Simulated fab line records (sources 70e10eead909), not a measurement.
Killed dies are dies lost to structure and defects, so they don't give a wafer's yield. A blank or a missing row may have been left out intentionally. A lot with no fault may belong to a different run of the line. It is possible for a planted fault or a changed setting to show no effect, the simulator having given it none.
Which of the tools did it? :: flow nand_harc :: 14 lots, 42 wafers sampled, at 4 steps of a route of 1159

== WHAT THE GAUGES SHOWED, per wafer ==
NHARC_P_BONDPAD_CD_MEAS_09: target cd 500 nm. Usual: cd_nm reads 499.8 nm (standard deviation 2.5).
lot: L483
measured: day 6 09:01
on: cd_sem-02
cd_nm (nm): 499.4 497.0 500.1
flag: 

lot: L484
measured: day 6 23:16
on: cd_sem-02
cd_nm (nm): 501.4 503.3 503.4
flag: 

lot: L486
measured: day 7 01:15
on: cd_sem-01
cd_nm (nm): 497.4 496.3 500.4
flag: 

lot: L487
measured: day 7 10:52
on: cd_sem-03
cd_nm (nm): 503.3 500.6 501.3
flag: 

lot: L488
measured: day 7 23:12
on: cd_sem-02
cd_nm (nm): 504.3 497.7 503.5
flag: 

lot: L489
measured: day 8 04:19
on: cd_sem-03
cd_nm (nm): 501.3 500.2 503.5
flag: 

lot: L490
measured: day 8 04:41
on: cd_sem-03
cd_nm (nm): 500.1 499.3 496.0
flag: 

lot: L491
measured: day 8 09:07
on: cd_sem-02
cd_nm (nm): 499.4 498.8 501.9
flag: 

lot: L493
measured: day 8 14:20
on: cd_sem-03
cd_nm (nm): 500.4 503.3 499.8
flag: 

lot: L492
measured: day 8 18:09
on: cd_sem-03
cd_nm (nm): 498.1 496.7 500.3
flag: 

lot: L496
measured: day 9 17:30
on: cd_sem-03
cd_nm (nm): 499.0 497.4 500.8
flag: 

lot: L497
measured: day 10 02:20
on: cd_sem-01
cd_nm (nm): 497.0 493.7 496.2
flag: 

lot: L504
measured: day 11 14:33
on: cd_sem-01
cd_nm (nm): 503.6 500.7 500.2
flag: 

lot: L505
measured: day 12 04:35
on: cd_sem-02
cd_nm (nm): 500.8 503.5 497.9
flag: 

NHARC_A_ONON_D1_THK_MEAS_05: measures by ellipsometry. Usual: thk_nm reads 1003 nm (standard deviation 9.8).
lot: L483
measured: day 7 13:09
on: film_metro-02
thk_nm (nm): 991 991 991
flag: 

lot: L484
measured: day 8 05:29
on: film_metro-01
thk_nm (nm): 1008 1008 1011
flag: 

lot: L486
measured: day 8 05:29
on: film_metro-02
thk_nm (nm): 999 1000 999
flag: 

lot: L487
measured: day 8 15:53
on: film_metro-02
thk_nm (nm): 1002 1003 1002
flag: 

lot: L488
measured: day 9 03:56
on: film_metro-01
thk_nm (nm): 999 1000 1000
flag: 

lot: L489
measured: day 9 08:09
on: film_metro-01
thk_nm (nm): 998 1001 998
flag: 

lot: L490
measured: day 9 08:09
on: film_metro-02
thk_nm (nm): 1010 1010 1010
flag: 

lot: L491
measured: day 9 12:28
on: film_metro-01
thk_nm (nm): 977 977 978
flag: 

lot: L493
measured: day 9 17:24
on: film_metro-01
thk_nm (nm): 1010 1011 1012
flag: 

lot: L492
measured: day 10 00:14
on: film_metro-02
thk_nm (nm): 999 998 996
flag: 

lot: L496
measured: day 10 18:53
on: film_metro-02
thk_nm (nm): 1004 1003 1004
flag: 

lot: L497
measured: day 11 07:05
on: film_metro-01
thk_nm (nm): 1000 998 1001
flag: 

lot: L504
measured: day 12 18:21
on: film_metro-02
thk_nm (nm): 1015 1016 1016
flag: 

lot: L505
measured: day 13 09:50
on: film_metro-01
thk_nm (nm): 994 996 995
flag: 

NHARC_A_ONON_D1_THK_MEAS_30: measures by ellipsometry. Usual: thk_nm reads 995 nm (standard deviation 9.8).
lot: L483
measured: day 8 03:43
on: film_metro-01
thk_nm (nm): 987 988 988
flag: 

lot: L484
measured: day 8 19:44
on: film_metro-02
thk_nm (nm): 1003 1004 1003
flag: 

lot: L486
measured: day 8 19:44
on: film_metro-01
thk_nm (nm): 1009 1009 1006
flag: 

lot: L487
measured: day 9 04:46
on: film_metro-02
thk_nm (nm): 999 995 996
flag: 

lot: L488
measured: day 9 15:06
on: film_metro-01
thk_nm (nm): 1005 1007 1005
flag: 

lot: L489
measured: day 10 00:59
on: film_metro-02
thk_nm (nm): 997 998 1000
flag: 

lot: L490
measured: day 10 01:10
on: film_metro-01
thk_nm (nm): 983 983 983
flag: 

lot: L491
measured: day 10 01:02
on: film_metro-01
thk_nm (nm): 993 996 995
flag: 

lot: L493
measured: day 10 05:34
on: film_metro-01
thk_nm (nm): 999 998 997
flag: 

lot: L492
measured: day 10 11:23
on: film_metro-01
thk_nm (nm): 997 997 998
flag: 

lot: L496
measured: day 11 06:07
on: film_metro-02
thk_nm (nm): 1005 1003 1005
flag: 

lot: L497
measured: day 11 18:18
on: film_metro-02
thk_nm (nm): 1003 1001 1000
flag: 

lot: L504
measured: day 13 05:23
on: film_metro-01
thk_nm (nm): 990 990 989
flag: 

lot: L505
measured: day 13 23:47
on: film_metro-02
thk_nm (nm): 1017 1018 1015
flag: 

== TOOL THAT RAN EACH LOT (tool first, then ch and the chambers of the sampled wafers, then the start) ==
lot: L483
NHARC_A_ONON_D1_DEP_22: pecvd_onon-02 ch 0, day 8 02:07

lot: L484
NHARC_A_ONON_D1_DEP_22: pecvd_onon-02 ch 0, day 8 18:07

lot: L486
NHARC_A_ONON_D1_DEP_22: pecvd_onon-04 ch 0, day 8 18:07

lot: L487
NHARC_A_ONON_D1_DEP_22: pecvd_onon-02 ch 0, day 9 03:07

lot: L488
NHARC_A_ONON_D1_DEP_22: pecvd_onon-03 ch 0, day 9 13:26

lot: L489
NHARC_A_ONON_D1_DEP_22: pecvd_onon-03 ch 0, day 9 23:31

lot: L490
NHARC_A_ONON_D1_DEP_22: pecvd_onon-04 ch 0, day 9 23:38

lot: L491
NHARC_A_ONON_D1_DEP_22: pecvd_onon-02 ch 0, day 9 23:21

lot: L493
NHARC_A_ONON_D1_DEP_22: pecvd_onon-02 ch 0, day 10 04:02

lot: L492
NHARC_A_ONON_D1_DEP_22: pecvd_onon-03 ch 0, day 10 09:43

lot: L496
NHARC_A_ONON_D1_DEP_22: pecvd_onon-03 ch 0, day 11 04:38

lot: L497
NHARC_A_ONON_D1_DEP_22: pecvd_onon-02 ch 0, day 11 16:43

lot: L504
NHARC_A_ONON_D1_DEP_22: pecvd_onon-04 ch 0, day 13 03:44

lot: L505
NHARC_A_ONON_D1_DEP_22: pecvd_onon-04 ch 0, day 13 22:08
- NHARC_A_ONON_D1_DEP_22: target thk 1000 nm.

== WHAT THE TOOLS THEMSELVES READ (means of the sampled wafers that have a number; where no wafer has one, the mark that the record gives instead) ==
NHARC_A_ONON_D1_DEP_22. Usual: n2o_flow_sccm 2002 sccm, standard deviation 5.7; sih4_flow_sccm 210.0 sccm, standard deviation 0.65.
lot: L483
tool: pecvd_onon-02
n2o_flow_sccm (sccm): 1994
sih4_flow_sccm (sccm): 209.5
flag: 

lot: L484
tool: pecvd_onon-02
n2o_flow_sccm (sccm): 2005
sih4_flow_sccm (sccm): 209.7
flag: 

lot: L486
tool: pecvd_onon-04
n2o_flow_sccm (sccm): 2002
sih4_flow_sccm (sccm): 210.2
flag: 

lot: L487
tool: pecvd_onon-02
n2o_flow_sccm (sccm): 1997
sih4_flow_sccm (sccm): 210.0
flag: 

lot: L488
tool: pecvd_onon-03
n2o_flow_sccm (sccm): 1999
sih4_flow_sccm (sccm): 210.8
flag: 

lot: L489
tool: pecvd_onon-03
n2o_flow_sccm (sccm): 2009
sih4_flow_sccm (sccm): 209.8
flag: 

lot: L490
tool: pecvd_onon-04
n2o_flow_sccm (sccm): 2006
sih4_flow_sccm (sccm): 209.1
flag: 

lot: L491
tool: pecvd_onon-02
n2o_flow_sccm (sccm): 2007
sih4_flow_sccm (sccm): 209.1
flag: 

lot: L493
tool: pecvd_onon-02
n2o_flow_sccm (sccm): 2003
sih4_flow_sccm (sccm): 209.8
flag: 

lot: L492
tool: pecvd_onon-03
n2o_flow_sccm (sccm): 2000
sih4_flow_sccm (sccm): 209.0
flag: 

lot: L496
tool: pecvd_onon-03
n2o_flow_sccm (sccm): 2001
sih4_flow_sccm (sccm): 209.2
flag: 

lot: L497
tool: pecvd_onon-02
n2o_flow_sccm (sccm): 2001
sih4_flow_sccm (sccm): 210.5
flag: 

lot: L504
tool: pecvd_onon-04
n2o_flow_sccm (sccm): 2395
sih4_flow_sccm (sccm): 209.6
flag: OFF

lot: L505
tool: pecvd_onon-04
n2o_flow_sccm (sccm): 2400
sih4_flow_sccm (sccm): 210.9
flag: OFF

== THE ANSWER, worked out from the rows above alone ==
Rule: a lot counts as off when the mean over its wafers that have a number is more than 3 standard deviations away from the usual mean. A lot without any number at a reading at which 4 lots or more have one is off too. Any other lot the step has rows for is counted as sound. Order of review: gauges by route order, followed by the tools' own readings, for which a lot's mean as printed above is used. The first step at which some lot is off is used, and at that step the reading that is off furthest; a lot without a number counts as furthest.
Off at NHARC_A_ONON_D1_DEP_22 (n2o_flow_sccm): L504, L505.
If a tool, at that step or one of the process steps before it, ran each lot that is off and ran no sound lot following the first of them, it fits. One candidate fits, namely pecvd_onon-04 at NHARC_A_ONON_D1_DEP_22. Its last sound lot is L490 (day 9 23:38), its first lot that is off L504 (day 13 03:44): a fault that began between those two fits.
On the lots that are off, the tool's own readings at NHARC_A_ONON_D1_DEP_22 differ by more than 5 times the standard deviation of the sound lots' means, which bears it out; n2o_flow_sccm reads 2398 sccm there versus 2002 sccm on the sound lots.

== WHAT WAS PUT IN BY THE SIMULATOR ==
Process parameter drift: pecvd_onon-04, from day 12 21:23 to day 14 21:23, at NHARC_A_ONON_D1_DEP_22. A move of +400 in setting n2o_flow_sccm, from 2000. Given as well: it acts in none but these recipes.
Lots struck among those shown: L504, L505. The rule above reached the same finding.
